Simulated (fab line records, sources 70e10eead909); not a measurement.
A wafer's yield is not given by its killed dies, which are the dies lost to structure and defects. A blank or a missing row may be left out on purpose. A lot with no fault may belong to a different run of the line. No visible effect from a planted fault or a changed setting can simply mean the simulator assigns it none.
Matching of chambers | flow nand-harc | NHARC_A_CHANNEL_FILL_D2_CMP_10 on cmp-02 has 4 sister chambers
The step polishes, target thk 150 nm. 7 wafers are shown with their chamber, then 7 later ones without.

EACH WAFER AND ITS CHAMBER
wafer  | chamber | time-to-endpoint-s (s) | motor-current-A (A)
L079.1 | 1       | 15.6                   | 12.6
L084.5 | 2       | 17.8                   | 12.6
L087.4 | 0       | 11.7                   | 12.7
L087.5 | 3       | 16.4                   | 11.1
L087.6 | 2       | 18.6                   | 12.4
L090.1 | 0       | 11.8                   | 12.5
L090.4 | 3       | 14.1                   | 11.3

WAFERS WITH NO CHAMBER GIVEN
wafer  | time-to-endpoint-s (s) | motor-current-A (A)
L090.5 | 15.9                   | 11.9
L091.2 | 15.3                   | 11.5
L091.4 | 15.1                   | 13.3
L091.5 | 13.6                   | 11.1
L092.1 | 18.0                   | 13.4
L092.5 | 15.4                   | 11.9
L092.6 | 13.9                   | 12.4

CHAMBER TAKEN BY EACH
wafer  | from the rows above               | in truth
L090.5 | can't be placed: 2 or 1 or 3 or 0 | 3
L091.2 | 3                                 | 3
L091.4 | can't be placed: 1 or 0 or 2      | 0
L091.5 | 3                                 | 3
L092.1 | can't be placed: 1 or 2           | 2
L092.5 | can't be placed: 3 or 1 or 2 or 0 | 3
L092.6 | can't be placed: 1 or 0           | 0
2 of 7 placed correctly. Can't be placed from these rows: 5 (the true chamber is among the candidates in 5). 0 placed wrongly.
How it was worked out, from the rows above alone: a wafer's distance from a chamber is the root of the sum, over the readings, of the square of ((its reading less the chamber's mean) divided by the reading's scatter). The wafer belongs to the nearest chamber; if the next one is less than 2 further off, it can't be placed. A chamber's mean is the mean of its shown wafers. How the scatter is found: for the shown wafers, subtract from each reading the mean of its chamber, square and add these, divide the total by (wafers less chambers), then take the root.
